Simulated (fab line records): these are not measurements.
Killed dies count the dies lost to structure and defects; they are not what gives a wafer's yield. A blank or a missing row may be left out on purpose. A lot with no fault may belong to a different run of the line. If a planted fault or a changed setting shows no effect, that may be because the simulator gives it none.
fab line records    flow n5Finfet
[record] lots = 4  wafers = 12  lastDay = 19
route steps=1938 shown BEOL_M5@1182 BEOL_M6@1194
lots that met no fault: taken from a fault-free run of the same line
startH: hours from the record's first day to the start of the lot's first wafer shown    waitH: hours since the lot's step before    " the same as in the row above    L1.1+2: several wafers, shown together as one row    - no value, or no start given    * or withheld: withheld    < > ~ a bound
route shown NAME@n: NAME is a module with steps in the file, n the number in the route of the first one    usual: mean and standard deviation over wafers with no fault    same: alike in all rows    chamber/n: place in a boat    sites: readings site by site    _std_site: standard deviation across them    _edge_site: the outer-site mean with the inner-site mean subtracted    radiusMm: how far each site lies from the wafer's centre    mask NAME#n: copy n    behind: the last tool/chamber to shape the wafer    hold: reason for holding the lot/hours on hold/outcome of the hold    device: names the non-switching transistor (n, p or np)    end of line: the tests these same wafers got at the end of their route    where a step has no rows: the recipe by itself    killed: dies lost to structure and defects at the first sort, not the wafer's yield    map: per-die view of a wafer (x killed, . not killed, _ where there is no die)
set.NAME: setting as actually run; set.NAME@STEP: the setting as run at that earlier step    model.NAME: the simulator's own value behind a step, which no gauge read
certain route steps with their lots: each step a table, each wafer a row
services: the hour from which a tool's chamber was out of use, counted from the record's first day as startH (under 0 if before that day), plus the number of hours and why
[[steps]]
[step N5_BEOL_M5_ANNEAL_89]
[recipe] tempC = 400  timeS = 1800  ambient = vacuum
[step N5_BEOL_M5_SPUTTER_90]
[recipe] material = Cu  targetThkA = 45  tempC = -20  chamberPressurePa = 0.07  powerW = withheld  timeS = 8.29
[step N5_BEOL_M5_ECD_50]
[recipe] material = Cu  targetThkA = 3000
[step N5_BEOL_M5_ANNEAL_51]
[recipe] tempC = 225  timeS = 90  ambient = N2
[step N5_BEOL_M5_CMP_52]
[recipe] stopOn = SiCOH_lowk  tOverpolishS = 6.9  downForcePsi = 1  platenRpm = 50  clearingPlatenDownForcePsi = 1.5  clearingPlatenRpm = 50  postCmpClean = cuAlkaline  targetThkNm = 62  clearingPlatenPadVelocityMS = 0.99484  padVelocityMS = 0.99484
[step N5_BEOL_M5_PRE_CLEAN_77]
[recipe] gas = NH3/H2  timeS = 15  tempC = *  rfPowerW = 300
[step N5_BEOL_M5_CO_CAP_78]
[recipe] material = Co  targetThkA = 20  tempC = 200  precursor = CCTBA/H2  pressureTorr = 30  timeS = 102.1
[step N5_BEOL_M5_PRE_CLEAN_55]
[recipe] gas = NH3  timeS = 15  tempC = withheld  rfPowerW = 300
[step N5_BEOL_M5_DEP_56]
[recipe] material = SiCN  targetThkA = 80  tempC = withheld  precursor = 3MS/NH3  pressureTorr = 3  rfW = 202  timeS = 14
[step N5_BEOL_M6_ILD_DEP_00]
[recipe] material = SiCOH_lowk  targetThkA = 1797.5  tempC = 300  precursor = DEMS/porogen  pressureTorr = 5  rfW = 500  timeS = 33.4
[usual] heaterPowerW = 316/49  showerheadPlenumPTorr = 5.732/0.02  throttleValvePct = 13.5/0.46
lot.wafer  tool      chamber  startH  waitH  heaterPowerW  showerheadPlenumPTorr  throttleValvePct  model.SiCOH_lowk_of_BEOL_M6_ILD_DEP_00.thkNm
L637.1     pecvd-01  2        200.31  0.0    274           5.726                  13.5              178.6
L637.4     "         2        "       "      273           5.712                  13.2              182
L637.6     "         0        "       "      367           5.780                  12.5              182.2
L647.2     pecvd-03  1        267.87  0.0    348           5.736                  13.8              177.6
L647.3     "         0        "       "      293           5.730                  13.6              177.4
L647.4     "         1        "       "      364           5.755                  14.0              180.4
L657.4     pecvd-03  1        330.01  0.1    371           5.741                  13.6              148.6
L657.5     "         2        "       "      327           5.710                  13.7              147.4
L657.6     "         0        "       "      255           5.725                  13.5              146.4
L660.2     pecvd-03  2        365.71  0.0    330           5.696                  13.5              142.2
L660.4     "         1        "       "      335           5.722                  13.8              146.8
L660.6     "         0        "       "      230           5.735                  13.6              144.8
[step N5_BEOL_M6_CURE_74]
[recipe] tempC = 385  timeS = 240  ambient = He/Ar  material = SiCOH_lowk
[step N5_BEOL_M6_THK_MEAS_01]
[recipe] reads = SiCOH_lowk_of_BEOL_M6_ILD_DEP_00
[usual] M6_ILD_THK = 155.4/1.8
lot.wafer  tool          chamber  startH  waitH  M6_ILD_THK[nm]
L637.1     filmMetro-01  -        201.37  0.8    154.0
L637.4     "             -        "       "      156.9
L637.6     "             -        "       "      157.1
L647.2     filmMetro-02  -        268.45  0.4    153.2
L647.3     "             -        "       "      153.0
L647.4     "             -        "       "      155.7
L657.4     filmMetro-02  -        330.56  0.2    127.9
L657.5     "             -        "       "      127.0
L657.6     "             -        "       "      126.0
L660.2     filmMetro-01  -        366.29  0.4    122.4
L660.4     "             -        "       "      126.3
L660.6     "             -        "       "      124.6
[step N5_BEOL_M6_PECVD_70]
[recipe] material = SiO2  targetThkA = 200  tempC = 400  precursor = TEOS/O2  pressureTorr = 5.5  rfW = 450  teosFlowSccm = 53.8  gas = O2  flowSccm = 3000  timeS = 22.7
[step N5_BEOL_M6_HM_DEP_02]
[recipe] material = TiN  targetThkA = 200  tempC = 25  chamberPressurePa = 0.49996
[step N5_BEOL_M6_COAT_59]
[recipe] resist = SOC  tempC = 250  timeS = 60  spinRpm = 1500  resistThkNm = 100
[step N5_BEOL_M6_COAT_60]
[recipe] resist = SiARC  tempC = 220  timeS = 60  spinRpm = 1500  resistThkNm = 35
[step N5_BEOL_M6_COAT_05]
[recipe] resist = CAR-ArF  spinRpm = 1500  resistThkNm = 90
[step N5_BEOL_M6_EBR_07]
[recipe] solvent = PGMEA  ebrWidthMm = 1.5
[step N5_BEOL_M6_SOFTBAKE_06]
[recipe] tempC = 110  timeS = 60  resist = CAR-ArF
[step N5_BEOL_M6_EXPOSE_08]
[recipe] maskId = M6  na = 1.35  sourceShape = dipole  sigmaInner = 0.817  sigmaOuter = 0.97  polarization = te  doseMj = 68.25
[step N5_BEOL_M6_PEB_09]
[recipe] pebTempC = withheld  pebTimeS = 60  resist = CAR-ArF
[step N5_BEOL_M6_DEVELOP_10]
[recipe] developTimeS = 30  developer = TMAH  resist = CAR-ArF  rinseLiquid = diw  dry = airSpin  devTempC = 23
[step N5_BEOL_M6_DESCUM_16]
[recipe] chemistry = O2  timeS = 7.9  sourcePowerW = 50  biasPowerW = 20  pressureMtorr = 20  rfFrequencyHz = 2.712e+07  tempC = 40  resist = CAR-ArF  o2FlowSccm = 225
[step N5_BEOL_M6_ETCH_61]
[recipe] chemistry = CF4  target = SiARC  targetDepthA = 455  maskMaterial = CAR-ArF  timeS = 75.8  ionEnergyEv = 80  pressureMtorr = 40  sourceW = 545  biasW = 36  Ar_flow_sccm = 100  cf4FlowSccm = 100  ends = cleared
[step N5_BEOL_M6_ETCH_62]
[recipe] chemistry = N2/H2  target = SOC  targetDepthA = 1100  overetchA = 220  maskMaterial = SiARC  tempC = 40  timeS = 165  ionEnergyEv = 200  pressureMtorr = 30  sourceW = 840  biasW = 150  n2FlowSccm = 200  h2FlowSccm = 200
[step N5_BEOL_M6_STRIP_68]
[recipe] chemistry = N2/H2  tempC = 40  n2FlowSccm = 200  h2FlowSccm = 200  rfFrequencyHz = 6e+07
[step N5_BEOL_M6_STRIP_67]
[recipe] chemistry = CF4  resist = SiARC  powerW = 300  biasPowerW = 75  pressureMtorr = 50  cf4FlowSccm = 150  rfFrequencyHz = 6e+07
[step N5_BEOL_M6_HM_OPEN_17]
[recipe] chemistry = Cl2/BCl3  targetDepthA = 200  overetchA = 60  target = TiN  maskMaterial = SOC  ionEnergyEv = 150  pressureMtorr = 10  icpW = 1000  biasW = 126  Cl2_flow_sccm = 53.25  bcl3FlowSccm = 21.75  Ar_flow_sccm = 25
[step N5_BEOL_M6_STRIP_19]
[recipe] chemistry = O2  powerW = 400  tempC = 40  pressureMtorr = 30  rfFrequencyHz = 6e+07  biasPowerW = 0  overashFraction = 0.2  o2FlowSccm = 225
[step N5_BEOL_M6_COAT_63]
[recipe] resist = SOC  tempC = 250  timeS = 60  spinRpm = 1500  resistThkNm = 60
[step N5_BEOL_M6_COAT_64]
[recipe] resist = SiARC  tempC = 220  timeS = 60  spinRpm = 1500  resistThkNm = 12
[step N5_BEOL_M6_COAT_71]
[recipe] resist = underlayer  tempC = 205  timeS = 60  spinRpm = 1500  resistThkNm = 5
[step N5_BEOL_M6_COAT_22]
[recipe] resist = CAR-EUV  spinRpm = 1500  resistThkNm = 30
[step N5_BEOL_M6_EBR_24]
[recipe] solvent = PGMEA  ebrWidthMm = 1.5
[step N5_BEOL_M6_SOFTBAKE_23]
[recipe] tempC = 110  timeS = 60  resist = CAR-EUV
[step N5_BEOL_M6_CMP_52]
[recipe] stopOn = SiCOH_lowk  tOverpolishS = 6.9  downForcePsi = 1  platenRpm = 50  clearingPlatenDownForcePsi = 1.5  clearingPlatenRpm = 50  postCmpClean = cuAlkaline  targetThkNm = 80  clearingPlatenPadVelocityMS = 0.99484  padVelocityMS = 0.99484
[usual] motorCurrentA = 5.9/0.35
lot.wafer  tool    chamber  startH  waitH  motorCurrentA  model.SiCOH_lowk_of_BEOL_M6_ILD_DEP_00.thkNm
L637.1     cmp-03  1        212.07  0.3    6.2            151
L637.4     "       3        "       "      5.1            154
L637.6     "       1        "       "      6.2            154.2
L647.3     cmp-03  3        277.10  0.2    5.7            150
L647.2     "       0        "       "      5.4            150.2
L647.4     "       1        "       "      6.4            152.6
L657.4     cmp-03  0        336.93  0.1    5.6            124.8
L657.6     "       0        "       "      5.7            123
L657.5     "       1        "       "      5.8            123.8
L660.4     cmp-01  2        375.23  0.2    6.5            123.4
L660.2     "       3        "       "      5.8            119.4
L660.6     "       2        "       "      6.6            121.6
[[services]]
tool      chamber  startH  hours  kind
cmp-01    -        189.02  0.7    repair
pecvd-03  0        211.56  3.5    repair
pecvd-03  -        222.51  6.0    pm
cmp-01    -        246.51  4.5    repair
cmp-03    -        265.54  4.3    pm
pecvd-03  1        278.44  12.3   repair
pecvd-03  0        300.65  12.7   repair
pecvd-01  0        310.77  1.8    repair
pecvd-01  -        326.53  0.5    repair
pecvd-01  -        330.65  0.3    repair
pecvd-01  -        332.47  1.4    repair
cmp-01    -        334.09  4.0    pm
cmp-01    -        338.09  -      consumableReplace:conditioner
cmp-01    -        338.09  -      consumableReplace:pad
pecvd-03  0        338.57  5.5    scheduledDown
[[key]]
[firstSign] step = N5_BEOL_M6_THK_MEAS_01  reading = M6_ILD_THK  direction = down  sigmas = 16  usual = 155.4  struck = 125.7
effect none on later readings
[modelEffect] step = N5_BEOL_M6_ILD_DEP_00  value = SiCOH_lowk_of_BEOL_M6_ILD_DEP_00.thkNm  without = 181  struck = 146
[modelEffect] step = N5_BEOL_M6_CMP_52  value = SiCOH_lowk_of_BEOL_M6_ILD_DEP_00.thkNm  without = 153.1  struck = 122.7
metAt N5_BEOL_M6_ILD_DEP_00
struckWafers L657.4,L657.5,L657.6,L660.2,L660.4,L660.6
onsetBetween 267.87 330.01
alsoFits time
[earlierFault] kind = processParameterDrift  tool = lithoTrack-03  chamber = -  onsetH = 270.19  steps = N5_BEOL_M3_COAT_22  channel = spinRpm  offset = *  shape = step  actsIn = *  stated = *
[earlierFault] kind = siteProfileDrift  tool = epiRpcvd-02  chamber = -  onsetH = 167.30  steps = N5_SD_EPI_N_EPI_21  basis = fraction  maxAbsDrift = 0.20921  slopeSharePerHr = 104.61  sitePattern = 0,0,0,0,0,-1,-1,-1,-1
[fault] kind = processParameterDrift  tool = pecvd-03  chamber = -  onsetH = 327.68  steps = N5_BEOL_M6_ILD_DEP_00  channel = timeS  offset = *  shape = step  actsIn = *  stated = *
